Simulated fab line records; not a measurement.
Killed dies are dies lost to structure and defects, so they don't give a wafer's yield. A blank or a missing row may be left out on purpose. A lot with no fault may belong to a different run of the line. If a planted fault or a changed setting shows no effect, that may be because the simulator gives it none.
The same fault as seen by 2 desks / flow nandHarc / what lay behind the numbers comes last; until then each desk has only its own

AT THE TOOL OWNER'S DESK: rieSi-01
The tool's own readings at NHARC_A_WL_FILL_ETCHBACK_26 (etches the open film in HBr, target depth 52 nm, time 13.3 s): means of the sampled wafers that have a number, for each lot that ran on this tool. Marked OUT: a lot whose mean sits more than 4 standard deviations from the usual mean, which makes it out of limits; the brackets give that distance.
Columns: A = drypumpMotorCurrentA at NHARC_A_WL_FILL_ETCHBACK_26, usual 5.4 A; B = oesProductAu at NHARC_A_WL_FILL_ETCHBACK_26, usual 0.998 a.u.; C = throttleValvePct at NHARC_A_WL_FILL_ETCHBACK_26, usual 23.267 %
lot=L132; first seen here=day 15 20:22; A=5.2; B=1.004; C=23.273
lot=L134; first seen here=day 16 02:09; A=5.2; B=1.001; C=23.272
lot=L137; first seen here=day 17 04:41; A=5.2; B=0.995; C=23.267
lot=L141; first seen here=day 18 04:00; A=5.1; B=1.004; C=23.265
lot=L143; first seen here=day 18 17:19; A=5.2; B=0.988; C=23.269
lot=L147; first seen here=day 19 20:30; A=5.1; B=0.971; C=23.256
This desk's finding: nothing out of limits on any of the 6 lots.

FROM THE METROLOGY DESK
Means of the sampled wafers that have a number, per lot and without regard to the tool the lot ran on: this is what the gauges read. Marked OUT: a lot whose mean sits more than 4 standard deviations from the usual mean, which makes it out of limits; the brackets give that distance.
Columns: A = overlayXNm at NHARC_HYBRID_BOND_OVL_MEAS_05, usual 1 nm; B = overlayYNm at NHARC_HYBRID_BOND_OVL_MEAS_05, usual -3 nm
lot=L132; first seen here=day 18 20:35; A=3; B=-1
lot=L134; first seen here=day 18 20:35; A=-2; B=-42
lot=L135; first seen here=day 18 20:36; A=6; B=-7
lot=L138; first seen here=day 20 01:02; A=14; B=-16
lot=L137; first seen here=day 20 10:05; A=-2; B=1
lot=L140; first seen here=day 20 10:05; A=-45; B=-4
lot=L139; first seen here=day 20 10:05; A=12; B=4
lot=L142; first seen here=day 20 17:55; A=14; B=-12
lot=L141; first seen here=day 20 17:55; A=-40; B=-24
lot=L143; first seen here=day 21 10:13; A=12; B=-4
lot=L154; first seen here=day 23 09:29; A=15; B=-5
lot=L153; first seen here=day 23 14:50; A=13; B=13
lot=L147; first seen here=day 23 15:23; A=0; B=60
This desk's finding: nothing out of limits on any of the 13 lots.

BROUGHT TOGETHER
Nothing out of limits was seen by the tool owner's desk.
Metrology desk: nothing out of limits seen.

WHAT HAD BEEN PUT IN BY THE SIMULATOR
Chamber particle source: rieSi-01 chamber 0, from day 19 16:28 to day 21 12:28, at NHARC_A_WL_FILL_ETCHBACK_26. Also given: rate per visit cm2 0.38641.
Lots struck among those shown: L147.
